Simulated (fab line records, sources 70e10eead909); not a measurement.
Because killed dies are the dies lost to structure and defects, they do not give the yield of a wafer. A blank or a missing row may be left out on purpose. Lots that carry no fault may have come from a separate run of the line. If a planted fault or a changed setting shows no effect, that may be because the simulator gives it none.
The tool behind it: which one?    flow nandHarc    15 lots with 45 wafers sampled at 4 steps, on a route of 1302 steps

## WHAT EACH GAUGE READ, for each wafer
The record lacks any reading of a measuring or inspecting step that a usual standard deviation could be used to judge.

## WHAT TOOL EACH LOT RAN ON (gives the tool, then ch and the chambers of the sampled wafers, and finally the start)
lot   NHARC_A_STAIRCASE_DESCUM_252       NHARC_A_STAIRCASE_ETCH_253         NHARC_A_STAIRCASE_EXPOSE_286      NHARC_A_STAIRCASE_HM_OPEN_460
L865  rieDiel-02 ch 0,2, day 16 21:52    rieDiel-02 ch 2,3, day 16 21:58    krfScanner-04 ch 0, day 17 09:56  rieDiel-09 ch 0,1,2, no start
L864  rieDiel-02 ch 1,2,3, day 16 23:36  rieDiel-02 ch 0,1,2, day 16 23:41  krfScanner-02 ch 0, day 17 10:42  rieDiel-08 ch 0,1, no start
L866  rieDiel-09 ch 0,2,3, day 17 16:34  rieDiel-09 ch 1,2, day 17 16:38    krfScanner-04 ch 0, day 18 06:04  rieDiel-08 ch 0,1,2, no start
L868  rieDiel-08 ch 0,2,3, day 18 03:44  rieDiel-08 ch 0,1,2, day 18 03:49  krfScanner-01 ch 0, day 18 15:14  rieDiel-08 ch 0,2,3, no start
L870  rieDiel-08 ch 0,1,2, day 19 01:34  rieDiel-08 ch 1,2,3, day 19 01:39  krfScanner-01, day 19 14:05       rieDiel-09 ch 0,3, no start
L871  rieDiel-08 ch 0,2, day 19 23:04    rieDiel-08 ch 2,3, day 19 23:09    krfScanner-04, day 20 11:50       rieDiel-08 ch 1,2,3, no start
L872  rieDiel-08 ch 0,1, day 19 23:19    rieDiel-08 ch 0,1, day 19 23:23    krfScanner-02, day 20 12:00       rieDiel-08 ch 1,2,3, no start
L873  rieDiel-08 ch 0,1,2, day 20 03:24  rieDiel-08 ch 0,1, day 20 03:47    krfScanner-02 ch 0, day 20 13:32  rieDiel-09 ch 0,1, no start
L875  rieDiel-08 ch 1,2,3, day 21 07:20  rieDiel-08 ch 1,2,3, day 21 07:25  krfScanner-01 ch 0, day 21 18:31  rieDiel-02 ch 0,2,3, no start
L880  rieDiel-08 ch 0,1,2, day 23 07:07  rieDiel-08 ch 0,1,2, day 23 07:13  krfScanner-02 ch 0, day 23 20:02  rieDiel-02 ch 0,2,3, no start
L881  rieDiel-02 ch 0,1,2, day 24 05:59  rieDiel-02 ch 0,2,3, day 24 06:04  krfScanner-04 ch 0, day 24 20:08  rieDiel-08 ch 0,2,3, no start
L883  rieDiel-02 ch 0,2,3, day 24 09:27  rieDiel-02 ch 0,2, day 24 09:31    krfScanner-04 ch 0, day 24 21:52  rieDiel-08 ch 0,3, no start
L882  rieDiel-02 ch 1,3, day 24 10:13    rieDiel-02 ch 2,3, day 24 10:19    krfScanner-02 ch 0, day 24 22:50  rieDiel-09 ch 0,2,3, no start
L884  rieDiel-08 ch 1,2, day 25 06:40    rieDiel-08 ch 0,2,3, day 25 06:49  krfScanner-01 ch 0, day 25 16:28  rieDiel-09 ch 1,2, no start
L885  rieDiel-08 ch 2,3, day 25 12:59    rieDiel-08 ch 0,1,2, day 25 13:05  krfScanner-04 ch 0, day 25 23:22  rieDiel-08 ch 1,2,3, no start
- NHARC_A_STAIRCASE_DESCUM_252: chemistry O2, time 3 s.
- NHARC_A_STAIRCASE_ETCH_253: etches the open film in C4F8/O2, target depth 50 nm, time 20.2 s.
- NHARC_A_STAIRCASE_EXPOSE_286: exposes mask CHOP 100.
- NHARC_A_STAIRCASE_HM_OPEN_460: chemistry O2/COS.

## AS READ BY THE TOOLS THEMSELVES (means over the sampled wafers that have a number; for cases with no such wafer, the mark the record gives instead)
NHARC_A_STAIRCASE_DESCUM_252.
lot   tool        drypumpMotorCurrentA (A)  oesProductAu (a.u.)  rfVppV (V)  showerheadPlenumPTorr (Torr)  throttleValvePct (%)
L865  rieDiel-02  6.0                       0.995                57.9        1.98                          11.317
L864  rieDiel-02  5.6                       0.993                57.3        1.91                          11.311
L866  rieDiel-09  5.3                       0.993                57.3        1.91                          11.302
L868  rieDiel-08  5.4                       1.017                57.2        1.88                          11.312
L870  rieDiel-08  5.6                       0.999                57.6        1.93                          11.308
L871  rieDiel-08  5.6                       1.005                57.5        1.86                          11.308
L872  rieDiel-08  5.6                       1.004                57.6        1.98                          11.305
L873  rieDiel-08  5.6                       1.001                57.4        1.93                          11.310
L875  rieDiel-08  5.3                       1.009                58.2        1.94                          11.320
L880  rieDiel-08  5.6                       0.999                58.7        1.92                          11.316
L881  rieDiel-02  6.2                       0.993                58.5        1.97                          11.310
L883  rieDiel-02  5.8                       0.997                57.7        1.93                          11.314
L882  rieDiel-02  5.9                       0.989                58.3        1.90                          11.310
L884  rieDiel-08  5.6                       0.999                58.1        1.99                          11.308
L885  rieDiel-08  5.1                       1.011                56.6        1.88                          11.312

NHARC_A_STAIRCASE_ETCH_253.
lot   tool        oesProductAu (a.u.)  rfVppV (V)
L865  rieDiel-02  0.944                894
L864  rieDiel-02  0.949                900
L866  rieDiel-09  0.937                892
L868  rieDiel-08  0.969                897
L870  rieDiel-08  0.980                898
L871  rieDiel-08  0.985                895
L872  rieDiel-08  0.960                900
L873  rieDiel-08  0.947                896
L875  rieDiel-08  0.965                897
L880  rieDiel-08  0.959                897
L881  rieDiel-02  0.977                898
L883  rieDiel-02  0.977                902
L882  rieDiel-02  0.978                895
L884  rieDiel-08  0.960                893
L885  rieDiel-08  0.963                897

NHARC_A_STAIRCASE_EXPOSE_286.
lot   tool           exposureDoseMJCm2  focusOffsetNm (nm)
L865  krfScanner-04  25.009             -0.4
L864  krfScanner-02  25.015             -0.3
L866  krfScanner-04  25.033             0.4
L868  krfScanner-01  25.005             0.1
L870  krfScanner-01  -                  -
L871  krfScanner-04  -                  -
L872  krfScanner-02  -                  -
L873  krfScanner-02  25.004             0.2
L875  krfScanner-01  24.989             -1.0
L880  krfScanner-02  25.007             -0.3
L881  krfScanner-04  24.991             0.2
L883  krfScanner-04  25.034             0.5
L882  krfScanner-02  24.984             -0.3
L884  krfScanner-01  25.015             -0.3
L885  krfScanner-04  24.986             0.2

NHARC_A_STAIRCASE_HM_OPEN_460.
lot   tool        drypumpMotorCurrentA (A)  oesProductAu (a.u.)  rfVppV (V)  showerheadPlenumPTorr (Torr)  throttleValvePct (%)
L865  rieDiel-09  5.7                       0.984                466.4       3.10                          28.329
L864  rieDiel-08  5.6                       1.007                467.5       3.12                          28.330
L866  rieDiel-08  5.6                       0.999                468.2       3.15                          28.323
L868  rieDiel-08  5.4                       0.999                465.3       3.07                          28.334
L870  rieDiel-09  5.2                       1.001                468.5       3.18                          28.338
L871  rieDiel-08  5.3                       1.005                468.2       3.17                          28.337
L872  rieDiel-08  5.3                       1.003                468.3       3.17                          28.332
L873  rieDiel-09  6.2                       0.981                467.8       3.15                          28.336
L875  rieDiel-02  5.8                       0.999                467.9       3.15                          28.331
L880  rieDiel-02  5.8                       0.999                466.8       3.14                          28.329
L881  rieDiel-08  5.4                       1.002                465.1       3.05                          28.329
L883  rieDiel-08  5.4                       1.010                464.7       3.02                          28.336
L882  rieDiel-09  5.3                       0.996                471.1       3.25                          28.324
L884  rieDiel-09  5.4                       0.984                470.0       3.26                          28.334
L885  rieDiel-08  5.4                       0.997                468.2       3.15                          28.317

## THE ANSWER, worked out from the rows above alone
Rule: usual is defined by the lots themselves. Put in order of their means at a reading, lots are off if they are a third of the lots or fewer, leave a main group of 4 or more, and stand apart from it by a gap of 3 or more times the standard deviation of the main group's means; of several such gaps the widest counts. The tables above print the reading to a certain number of digits; a main group whose means all agree to those digits is not used. Also off: a lot with no number at a reading for which 4 or more lots have one. The other lots that the step has rows for count as sound. The gauges are gone through in route order, then the tools' own readings, and for those a lot's mean is taken as printed above. The first step at which some lot is off is used, and at that step the reading that is off furthest; a lot without a number counts as furthest.
Off at NHARC_A_STAIRCASE_EXPOSE_286 (exposureDoseMJCm2): L870, L871, L872. Without a number there: L870, L871, L872. Mean 25.006 and standard deviation 0.016 in the main group.
A tool fits if, at that step or a process step before it, it ran every lot that is off, and no sound lot after the first of them. Of those tried, none fits.

## WHAT WAS PUT IN BY THE SIMULATOR
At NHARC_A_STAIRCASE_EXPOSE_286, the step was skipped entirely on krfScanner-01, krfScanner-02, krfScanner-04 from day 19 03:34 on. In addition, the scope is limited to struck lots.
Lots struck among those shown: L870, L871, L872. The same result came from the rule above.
